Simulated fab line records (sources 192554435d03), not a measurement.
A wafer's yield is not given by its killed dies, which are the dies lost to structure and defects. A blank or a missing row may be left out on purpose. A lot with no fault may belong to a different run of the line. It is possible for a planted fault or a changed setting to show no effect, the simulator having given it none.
Lot-split experiment	flow n5Finfet	21 wafers read from 7 lots, route of 1938 steps

SPLIT DETAILS
At N5_DUMMY_GATE_EXPOSE_12 (exposes mask GATE, target cd 25 nm), the setting doseMj was moved away from the recipe's 34 on 3 of the 21 wafers read, by +3.7% to +5.9%. All remaining wafers had this setting at the recipe value.

FROM THE SPLIT TO THE READING: what the file shows between them, 4 steps
- N5_DUMMY_GATE_PEB_13: peb time 60 s
- N5_DUMMY_GATE_DEVELOP_14: develop time 30 s
- N5_DUMMY_GATE_STRIP_38: strips in N2/H2
- N5_DUMMY_GATE_STRIP_39: strips in N2/H2

THE READING
DUMMY_GATE.cdNm (the simulator's own value, which no gauge read), in nm, at N5_DUMMY_GATE_TRIM_49 (chemistry O2, time 29 s, target cd 14 nm). The file gives no usual value for it. Average 14.1 nm, standard deviation 0.18 nm, over the 18 wafers here run with the recipe.

wafer	tool, chamber at the split	doseMj as run	against the recipe	DUMMY_GATE.cdNm, nm	against lot-mates on the recipe
L075.2	euvScanner-01, 0	34	recipe	14	-
L075.3	euvScanner-01, 0	35.27	+3.7%	13.4	-0.7
L075.6	euvScanner-01, 0	34	recipe	14.2	-
L077.1	euvScanner-01, 0	34	recipe	14.2	-
L077.2	euvScanner-01, 0	34	recipe	14.2	-
L077.5	euvScanner-01, 0	34	recipe	14.2	-
L078.4	euvScanner-02, 0	34	recipe	14.2	-
L078.6	euvScanner-02, 0	34	recipe	14.2	-
L078.5	euvScanner-02, 0	34	recipe	14.4	-
L081.1	euvScanner-02, 0	35.99	+5.9%	13	-1.2
L081.3	euvScanner-02, 0	34	recipe	14.2	-
L081.5	euvScanner-02, 0	35.99	+5.9%	13.2	-1.0
L082.1	euvScanner-02, 0	34	recipe	14	-
L082.2	euvScanner-02, 0	34	recipe	13.8	-
L082.5	euvScanner-02, 0	34	recipe	13.8	-
L090.2	euvScanner-02, 0	34	recipe	13.8	-
L090.6	euvScanner-02, 0	34	recipe	13.8	-
L090.4	euvScanner-02, 0	34	recipe	14.2	-
L093.4	euvScanner-01, 0	34	recipe	14	-
L093.6	euvScanner-01, 0	34	recipe	14	-
L093.5	euvScanner-01, 0	34	recipe	14.2	-

FIT RESULTS
A straight line over all 21 wafers: DUMMY_GATE.cdNm changes by -0.169 nm for each +1% of doseMj; r = -0.88; the points scatter about the line by 0.18 nm.
The same after taking each lot's own level away (the mean of its wafers on the recipe; 21 wafers): -0.188 nm for each +1%; r = -0.96; scatter 0.11 nm.
According to that fit, moving doseMj by its largest amount changes the reading by 1.1 nm.
The lots' own levels span 13.87 to 14.27 nm, that is 2.2 times the standard deviation above.
The two slopes are in agreement: the lot-to-lot level therefore moves the slope only a little.
Check: with one of the wafers moved furthest among these (+5.9%) left out of the fit, the line predicts -1.03 nm for it against its lot-mates. Against them it came out at -1.2 nm.

OTHER SPLITS APPLIED TO THESE WAFERS
Other splits were also applied to these wafers ahead of the reading. Each is held against what the fit with the lots' levels taken away leaves over:
other split on the same wafers	wafers away from the commonest value	r with DUMMY_GATE.cdNm (lot level and that fit taken away)
N5_ZERO_LAYER_ETCH_18 biasW	2	+0.31
N5_FIN_SAQP_ALD_61 tempC	10	+0.15
N5_FIN_SAQP_PECVD_06 timeS	9	-0.17
N5_FIN_SAQP_FIN_ETCH_36 icpW	8	-0.15
N5_FIN_CUT_COAT_19 spinRpm	6	+0.32
N5_DUMMY_GATE_COAT_28 spinRpm	4	-0.20

FILE'S OWN FIT
DUMMY_GATE.cdNm changes by -0.188 nm for each +1% of doseMj, r = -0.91.
